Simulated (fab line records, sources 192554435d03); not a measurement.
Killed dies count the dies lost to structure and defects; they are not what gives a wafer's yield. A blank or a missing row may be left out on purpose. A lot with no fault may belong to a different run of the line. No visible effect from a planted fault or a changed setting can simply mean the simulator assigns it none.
Matching of chambers + flow n5_finfet + N5_FIN_SAQP_FIN_ETCH_36 on rie_si-02: 4 sister chambers
The step etches the open film in HBr/Cl2/O2, target depth 120 nm, time 50.4 s. 8 wafers are shown with their chamber, then 7 later ones without.

WAFERS PAIRED WITH THEIR CHAMBERS
| wafer  | chamber | drypump_motor_current_A (A) | throttle_valve_pct (%) |
|--------|---------|-----------------------------|------------------------|
| L075.2 | 3       | 5.4                         | 36.2                   |
| L080.1 | 3       | 5.4                         | 36.2                   |
| L080.2 | 0       | 5.7                         | 36.4                   |
| L082.3 | 0       | 5.8                         | 36.3                   |
| L082.5 | 1       | 5.4                         | 35.8                   |
| L082.6 | 2       | 6.1                         | 35.1                   |
| L083.1 | 2       | 6.1                         | 35.2                   |
| L083.3 | 1       | 5.4                         | 35.7                   |

WAFERS WHOSE CHAMBER IS MISSING
| wafer  | drypump_motor_current_A (A) | throttle_valve_pct (%) |
|--------|-----------------------------|------------------------|
| L083.5 | 5.4                         | 36.2                   |
| L087.1 | 6.1                         | 35.2                   |
| L087.2 | 5.4                         | 36.2                   |
| L087.5 | 5.4                         | 35.8                   |
| L094.1 | 5.7                         | 36.3                   |
| L094.2 | 6.1                         | 35.1                   |
| L094.6 | 5.7                         | 36.3                   |

EACH ONE'S CHAMBER
| wafer  | from the rows above | in truth |
|--------|---------------------|----------|
| L083.5 | 3                   | 3        |
| L087.1 | 2                   | 2        |
| L087.2 | 3                   | 3        |
| L087.5 | 1                   | 1        |
| L094.1 | 0                   | 0        |
| L094.2 | 2                   | 2        |
| L094.6 | 0                   | 0        |
Correct placement for 7 of the 7. From these rows, 0 cannot be placed. 0 placed wrongly.
How it was worked out, from the rows above alone: a wafer's distance from a chamber is the root of the sum, over the readings, of the square of ((its reading less the chamber's mean) divided by the reading's scatter). The wafer belongs to the nearest chamber; if the next one is less than 2 further off, it can't be placed. Each chamber's mean is taken over the wafers shown for it. The scatter: take each reading less its chamber's mean, square it, sum over the shown wafers, divide by the number of wafers less the number of chambers, and take the root.
